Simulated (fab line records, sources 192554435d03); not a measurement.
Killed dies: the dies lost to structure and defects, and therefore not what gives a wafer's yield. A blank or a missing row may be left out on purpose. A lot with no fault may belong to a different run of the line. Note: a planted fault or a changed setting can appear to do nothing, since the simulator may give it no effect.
fab line records ; flow n5Finfet
[record] lots = 6; wafers = 18; lastDay = 19
route steps=1938 shown BEOL_M13@1681
lots that met no fault: taken from a fault-free run of the same line
startH: start of the lot's first displayed wafer, in hours after the record's first day ; waitH: hours from the lot's prior step to this one ; " as in the row above ; L1.1+2: several wafers, shown together as one row ; - value missing, or start not given ; * or withheld: withheld ; < > ~ a bound
route shown NAME@n: names a module that has steps shown in the file, with the first one's number in the route ; usual: mean/standard deviation of fault-free wafers ; same: alike in all rows ; chamber/n: place in a boat ; sites: readings site by site ; _std_site: the standard deviation of these ; _edge_site: mean of outer sites minus mean of inner sites ; radiusMm: for every site, how far away it sits from the centre of the wafer ; mask NAME#n: copy n ; behind: the most recent tool/chamber to have shaped the wafer ; hold: reason for holding the lot/hours on hold/outcome of the hold ; device: transistor that didn't switch, given as n, p or np ; end of line: at the end of the route, the tests of the same wafers ; step lacking rows: just its recipe ; killed: the dies lost at the first sort to structure and to defects; this is not the yield of the wafer ; map: the dies of a wafer, with x for killed, . for not killed, _ for no die there
set.NAME: the setting as run; set.NAME@STEP: as run at that earlier step ; model.NAME: the simulator's own value behind a step, which no gauge read
certain route steps with their lots: each step a table, each wafer a row
services: when a tool's chamber went out of use (startH, in hours from the record's first day, below 0 if earlier), for how many hours, and the reason
[[steps]]
[step N5_BEOL_M13_COAT_66]
[recipe] resist = SiARC; tempC = 220; timeS = 60; spinRpm = 1500; resistThkNm = 110
[step N5_BEOL_M13_COAT_22]
[recipe] spinRpm = 2888; resistThkNm = 300
[step N5_BEOL_M13_EBR_24]
[recipe] solvent = PGMEA; ebrWidthMm = 1.5
[step N5_BEOL_M13_SOFTBAKE_23]
[recipe] tempC = 130; timeS = 60
[step N5_BEOL_M13_EXPOSE_25]
[recipe] maskId = M13; na = 0.93; sourceShape = conventional; sigmaOuter = 0.4; polarization = unpolarized; targetCdNm = 210; doseMj = 22
[step N5_BEOL_M13_PEB_26]
[recipe] pebTempC = 130; pebTimeS = 90
[step N5_BEOL_M13_DEVELOP_27]
[recipe] developTimeS = 45; rinseLiquid = diw; dry = airSpin; devTempC = 21
[step N5_BEOL_M13_HARDBAKE_32]
[recipe] tempC = 130; timeS = 120
[step N5_BEOL_M13_CD_MEAS_28]
[recipe] targetCdNm = 209.5; landingEnergyEv = 500; detector = seInlens
[usual] cdNm = 209.5/0.97
lot.wafer;tool;chamber;startH;waitH;cdNm
L606.2;cdSem-03;0;263.81;-;209.3
L606.4;cdSem-03;0;263.81;-;207.7
L606.6;cdSem-03;0;263.81;-;209.9
L608.3;cdSem-03;0;271.62;-;209.7
L608.5;cdSem-03;0;271.62;-;209.9
L608.6;cdSem-03;0;271.62;-;210.1
L620.3;cdSem-03;0;377.10;-;209.3
L620.5;cdSem-03;0;377.10;-;209.9
L620.6;cdSem-03;0;377.10;-;210.2
L619.2;cdSem-02;0;378.97;-;209.7
L619.3;cdSem-02;0;378.97;-;209.3
L619.5;cdSem-02;0;378.97;-;208.0
L622.1;cdSem-02;0;383.41;-;209.4
L622.4;cdSem-02;0;383.41;-;209.8
L622.5;cdSem-02;0;383.41;-;209.3
L626.4;cdSem-03;0;411.67;-;209.4
L626.5;cdSem-03;0;411.67;-;209.9
L626.6;cdSem-03;0;411.67;-;210.2
[step N5_BEOL_M13_OVL_MEAS_29]
[recipe] pointsPerWafer = 44
[usual] M13_OVL = 2/5.5
[same] pointsPerWafer = 44
lot.wafer;tool;chamber;startH;waitH;M13_OVL[nm]
L606.2;overlay-01;0;263.83;0.0;1
L606.4;overlay-01;0;263.83;0.0;9
L606.6;overlay-01;0;263.83;0.0;10
L608.3;overlay-02;0;271.64;0.0;6
L608.5;overlay-02;0;271.64;0.0;0
L608.6;overlay-02;0;271.64;0.0;7
L620.3;overlay-01;0;377.13;0.0;13
L620.5;overlay-01;0;377.13;0.0;12
L620.6;overlay-01;0;377.13;0.0;5
L619.2;overlay-01;0;379.00;0.0;0
L619.3;overlay-01;0;379.00;0.0;-5
L619.5;overlay-01;0;379.00;0.0;-4
L622.1;overlay-01;0;383.44;0.0;5
L622.4;overlay-01;0;383.44;0.0;6
L622.5;overlay-01;0;383.44;0.0;-5
L626.4;overlay-01;0;411.70;0.0;4
L626.5;overlay-01;0;411.70;0.0;8
L626.6;overlay-01;0;411.70;0.0;10
[step N5_BEOL_M13_INSPECT_30]
[recipe] mode = adi; inspectInstrument = macro
[usual] rawDefectCount = 2.1/1.5
lot.wafer;tool;chamber;startH;waitH;rawDefectCount
L606.2;defectInspect-02;-;263.86;0.0;1
L606.4;defectInspect-02;-;263.86;0.0;2
L606.6;defectInspect-02;-;263.86;0.0;3
L608.3;defectInspect-01;-;271.67;0.0;0
L608.5;defectInspect-01;-;271.67;0.0;1
L608.6;defectInspect-01;-;271.67;0.0;1
L620.3;defectInspect-02;-;377.15;0.0;1
L620.5;defectInspect-02;-;377.15;0.0;2
L620.6;defectInspect-02;-;377.15;0.0;2
L619.2;defectInspect-01;-;379.03;0.0;3
L619.3;defectInspect-01;-;379.03;0.0;0
L619.5;defectInspect-01;-;379.03;0.0;2
L622.1;defectInspect-01;-;383.47;0.0;1
L622.4;defectInspect-01;-;383.47;0.0;3
L622.5;defectInspect-01;-;383.47;0.0;3
L626.4;defectInspect-02;-;411.73;0.0;0
L626.5;defectInspect-02;-;411.73;0.0;2
L626.6;defectInspect-02;-;411.73;0.0;3
[step N5_BEOL_M13_DESCUM_33]
[recipe] chemistry = O2; timeS = 7.9; sourcePowerW = 50; biasPowerW = 20; pressureMtorr = 20; rfFrequencyHz = 2.712e+07; tempC = 40; o2FlowSccm = 225
[usual] drypumpMotorCurrentA = 5.7/0.46; o2FlowSccm = 225.0/0.63; oesProductAu = 0.79/0.087; rfVppV = 243.0/1.4; showerheadPlenumPTorr = 2.09/0.074; throttleValvePct = 20.48/0.21
lot.wafer;tool;chamber;startH;waitH;drypumpMotorCurrentA;o2FlowSccm;oesProductAu;rfHoursCounterH;rfVppV;showerheadPlenumPTorr;throttleValvePct
L606.2;rieDiel-02;1;263.89;0.0;6.3;224.5;0.88;36;243.7;2.13;20.21
L606.4;rieDiel-02;3;263.89;0.0;5.8;225.4;0.75;118;241.2;2.01;20.78
L606.6;rieDiel-02;1;263.89;0.0;6.3;225.5;0.89;-;244.3;2.13;20.20
L608.3;rieDiel-03;3;271.70;0.0;5.5;224.6;0.87;45;244.3;2.22;20.31
L608.5;rieDiel-03;2;271.70;0.0;5.3;226.5;0.95;-;244.2;2.23;20.36
L608.6;rieDiel-03;1;271.70;0.0;6.1;226.1;0.70;-;244.4;2.15;20.54
L620.3;rieDiel-02;1;377.19;0.0;6.3;225.5;0.83;67;243.3;2.12;20.25
L620.5;rieDiel-02;3;377.19;0.0;5.8;225.0;0.73;-;241.3;2.00;20.84
L620.6;rieDiel-02;2;377.19;0.0;6.0;225.1;0.69;-;243.3;2.17;20.66
L619.2;rieDiel-06;2;379.07;0.0;6.4;224.8;0.70;212;240.3;1.99;20.36
L619.3;rieDiel-06;3;379.07;0.0;5.4;223.9;0.66;255;243.2;2.05;20.71
L619.5;rieDiel-06;2;379.07;0.0;6.4;225.5;0.70;-;240.2;1.99;20.35
L622.1;rieDiel-02;1;383.76;0.3;6.4;224.7;0.84;69;243.8;2.12;20.25
L622.4;rieDiel-02;0;383.76;0.3;5.7;225.0;0.81;81;243.4;2.04;20.46
L622.5;rieDiel-02;0;383.76;0.3;5.6;226.2;0.82;-;241.3;2.04;20.46
L626.4;rieDiel-06;2;411.78;0.0;6.5;224.2;0.69;-;241.6;1.99;20.37
L626.5;rieDiel-06;1;411.78;0.0;5.6;224.9;0.97;-;243.9;2.15;20.49
L626.6;rieDiel-06;0;411.78;0.0;5.2;225.4;0.83;-;242.3;2.04;20.35
[step N5_BEOL_M13_ETCH_67]
[recipe] chemistry = CF4; target = SiARC; targetDepthA = 1430; timeS = 238.3; ionEnergyEv = 80; pressureMtorr = 40; sourceW = 545; biasW = 36; Ar_flow_sccm = 100; cf4FlowSccm = 100; ends = cleared
[usual] cf4FlowSccm = 100.00/0.27; drypumpMotorCurrentA = 5.7/0.46; etchRfOnTimeS = 237.8/2.9; oesProductAu = 0.67/0.072; rfVppV = 184.0/1.1; showerheadPlenumPTorr = 2.13/0.07; throttleValvePct = 15.65/0.24
lot.wafer;tool;chamber;startH;waitH;cf4FlowSccm;drypumpMotorCurrentA;etchRfOnTimeS;oesProductAu;rfHoursCounterH;rfVppV;showerheadPlenumPTorr;throttleValvePct
L606.2;rieDiel-02;1;263.93;0.0;99.96;6.3;241.4;0.75;36;184.6;2.18;15.33
L606.4;rieDiel-02;3;263.93;0.0;99.31;5.8;238.2;0.66;118;183.8;2.07;16.00
L606.6;rieDiel-02;1;263.93;0.0;100.17;6.3;241.0;0.75;-;184.3;2.18;15.35
L608.3;rieDiel-03;3;271.74;0.0;100.19;5.5;240.9;0.74;45;185.8;2.26;15.41
L608.5;rieDiel-03;2;271.74;0.0;99.79;5.3;239.2;0.80;-;184.5;2.27;15.42
L608.6;rieDiel-03;1;271.74;0.0;99.84;6.0;236.5;0.60;-;185.5;2.19;15.79
L620.3;rieDiel-02;1;377.22;0.0;129.80;6.3;232.7;0.72;67;183.2;2.38;16.59
L620.5;rieDiel-02;3;377.22;0.0;99.98;5.8;236.4;0.64;-;183.9;2.06;16.05
L620.6;rieDiel-02;2;377.22;0.0;100.30;6.0;236.4;0.60;-;185.2;2.21;15.85
L619.2;rieDiel-06;2;379.10;0.0;99.89;6.4;235.0;0.61;212;182.9;2.04;15.57
L619.3;rieDiel-06;3;379.10;0.0;100.06;5.5;237.8;0.57;255;183.9;2.11;16.02
L619.5;rieDiel-06;2;379.10;0.0;99.94;6.5;236.1;0.61;-;182.7;2.04;15.55
L622.1;rieDiel-02;1;383.79;0.0;130.56;6.3;235.2;0.71;69;184.5;2.38;16.58
L622.4;rieDiel-02;0;383.79;0.0;100.21;5.6;240.3;0.71;81;182.3;2.08;15.52
L622.5;rieDiel-02;0;383.79;0.0;100.09;5.6;240.0;0.70;-;183.3;2.08;15.51
L626.4;rieDiel-06;2;411.87;0.1;100.24;6.5;235.4;0.61;-;182.1;2.04;15.59
L626.5;rieDiel-06;1;411.87;0.1;99.62;5.6;235.8;0.83;-;184.8;2.19;15.63
L626.6;rieDiel-06;0;411.87;0.1;99.95;5.2;239.5;0.72;-;184.1;2.09;15.49
[step N5_BEOL_M13_ETCH_68]
[recipe] chemistry = N2/H2; target = SOC; maskMaterial = SiARC; sourceW = 3000; biasW = 350; tempC = 40; timeS = 355; ionEnergyEv = 200; pressureMtorr = 30; n2FlowSccm = 200; h2FlowSccm = 200
[usual] drypumpMotorCurrentA = 5.7/0.46; h2FlowSccm = 200.1/0.52; n2FlowSccm = 200.1/0.6; oesProductAu = 0.79/0.087; rfVppV = 523.5/2.6; showerheadPlenumPTorr = 2.53/0.088; throttleValvePct = 17.78/0.23
lot.wafer;tool;chamber;startH;waitH;drypumpMotorCurrentA;h2FlowSccm;n2FlowSccm;oesProductAu;rfHoursCounterH;rfVppV;showerheadPlenumPTorr;throttleValvePct
L606.2;rieDiel-02;1;264.07;0.1;6.3;199.8;199.3;0.89;36;525.5;2.59;17.59
L606.4;rieDiel-02;3;264.07;0.1;5.8;199.6;200.0;0.77;118;521.7;2.46;18.12
L606.6;rieDiel-02;1;264.07;0.1;6.4;199.8;199.8;0.89;-;524.3;2.59;17.59
L608.3;rieDiel-03;3;271.88;0.1;5.5;199.8;200.2;0.87;45;526.1;2.70;17.59
L608.5;rieDiel-03;2;271.88;0.1;5.3;200.6;200.3;0.95;-;528.1;2.71;17.62
L608.6;rieDiel-03;1;271.88;0.1;6.1;200.6;200.9;0.70;-;525.7;2.61;18.05
L620.3;rieDiel-02;1;377.37;0.1;6.3;198.5;199.2;0.84;67;524.7;2.57;17.65
L620.5;rieDiel-02;3;377.37;0.1;5.8;200.3;200.6;0.73;-;521.8;2.44;18.17
L620.6;rieDiel-02;2;377.37;0.1;6.0;199.9;200.4;0.70;-;526.3;2.61;17.85
L619.2;rieDiel-06;2;379.25;0.1;6.5;200.5;199.3;0.71;212;519.7;2.41;17.63
L619.3;rieDiel-06;3;379.25;0.1;5.5;200.0;199.8;0.67;256;524.1;2.51;18.14
L619.5;rieDiel-06;2;379.25;0.1;6.5;201.4;199.2;0.71;-;520.4;2.41;17.64
L622.1;rieDiel-02;1;383.94;0.1;6.3;199.2;199.7;0.84;69;526.1;2.57;17.65
L622.4;rieDiel-02;0;383.94;0.1;5.6;200.4;200.1;0.83;81;522.7;2.46;17.65
L622.5;rieDiel-02;0;383.94;0.1;5.6;200.2;200.4;0.83;-;521.4;2.46;17.65
L626.4;rieDiel-06;2;412.04;0.1;6.5;199.9;199.0;0.70;-;520.4;2.40;17.65
L626.5;rieDiel-06;1;412.04;0.1;5.6;200.6;199.6;0.98;-;525.4;2.61;17.79
L626.6;rieDiel-06;0;412.04;0.1;5.2;200.6;198.6;0.84;-;520.8;2.47;17.59
[[services]]
tool;chamber;startH;hours;kind
rieDiel-06;3;252.54;2.8;repair
rieDiel-03;1;260.48;6.6;repair
rieDiel-03;1;280.85;-;clean
rieDiel-03;1;280.85;-;consumableReplace:focusRing
rieDiel-03;1;280.85;20.3;scheduledDown
rieDiel-03;1;280.85;20.3;ventCycle
rieDiel-03;3;318.68;3.2;repair
rieDiel-06;3;326.10;3.0;repair
rieDiel-06;1;356.46;-;clean
rieDiel-06;1;356.46;-;consumableReplace:focusRing
rieDiel-06;1;356.46;29.5;scheduledDown
rieDiel-06;1;356.46;29.5;ventCycle
rieDiel-03;2;381.01;1.2;repair
rieDiel-02;-;383.04;0.7;repair
rieDiel-06;-;385.21;14.6;pm
rieDiel-03;1;388.62;8.8;repair
rieDiel-06;3;399.81;-;clean
rieDiel-06;3;399.81;-;consumableReplace:focusRing
rieDiel-06;3;399.81;20.3;scheduledDown
rieDiel-06;3;399.81;20.3;ventCycle
[[key]]
[firstSign] step = N5_BEOL_M13_ETCH_67; reading = cf4FlowSccm; direction = up; sigmas = 99+; usual = 100.00; struck = 130.18
[effect] step = N5_BEOL_M13_ETCH_67; reading = throttleValvePct; direction = up; sigmas = 3.9; usual = *; struck = *
metAt N5_BEOL_M13_ETCH_67
struckWafers L620.3,L622.1
onsetBetween 263.93 377.22
[fault] kind = processParameterDrift; tool = rieDiel-02; chamber = 1; onsetH = 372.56; steps = N5_BEOL_M13_ETCH_67; channel = cf4FlowSccm; offset = 30; shape = step; endH = 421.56; actsIn = theseRecipesOnly; stated = 100
